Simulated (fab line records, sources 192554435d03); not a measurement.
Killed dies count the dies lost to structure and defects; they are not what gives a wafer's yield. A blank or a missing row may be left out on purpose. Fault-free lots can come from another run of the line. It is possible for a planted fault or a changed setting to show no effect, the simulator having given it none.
Chamber matching    flow n5-finfet    N5_BEOL_M9_STRIP_36 on rie-diel-03: 4 sister chambers
The step strips in N2/H2. 8 wafers are shown with their chamber, then 7 later ones without.

## WAFERS PAIRED WITH THEIR CHAMBERS
wafer   chamber  drypump-motor-current-A (A)  showerhead-plenum-p-Torr (Torr)
L080.4  0        5.2                          2.53
L078.1  2        6.6                          2.49
L078.5  2        6.6                          2.49
L086.2  3        6.4                          2.60
L086.5  0        5.2                          2.53
L086.6  1        5.8                          2.48
L088.1  3        6.5                          2.60
L088.2  1        5.8                          2.47

## WAFERS WITHOUT THEIR CHAMBER
wafer   drypump-motor-current-A (A)  showerhead-plenum-p-Torr (Torr)
L088.3  5.8                          2.48
L087.2  6.5                          2.59
L087.3  5.8                          2.47
L087.6  6.5                          2.59
L095.1  5.8                          2.47
L095.2  6.5                          2.49
L095.4  5.9                          2.47

## THE CHAMBER EACH PASSED THROUGH
wafer   from the rows above  in truth
L088.3  1                    1
L087.2  3                    3
L087.3  1                    1
L087.6  3                    3
L095.1  1                    1
L095.2  2                    2
L095.4  1                    1
Correct placement for 7 of the 7. From these rows, 0 cannot be placed. Wrongly placed: 0.
How it was worked out, from the rows above alone: a wafer's distance from a chamber is the root of the sum, over the readings, of the square of ((its reading less the chamber's mean) divided by the reading's scatter). The wafer belongs to the nearest chamber; if the next one is less than 2 further off, it can't be placed. Each chamber's mean is taken over the wafers shown for it. How the scatter is found: for the shown wafers, subtract from each reading the mean of its chamber, square and add these, divide the total by (wafers less chambers), then take the root.
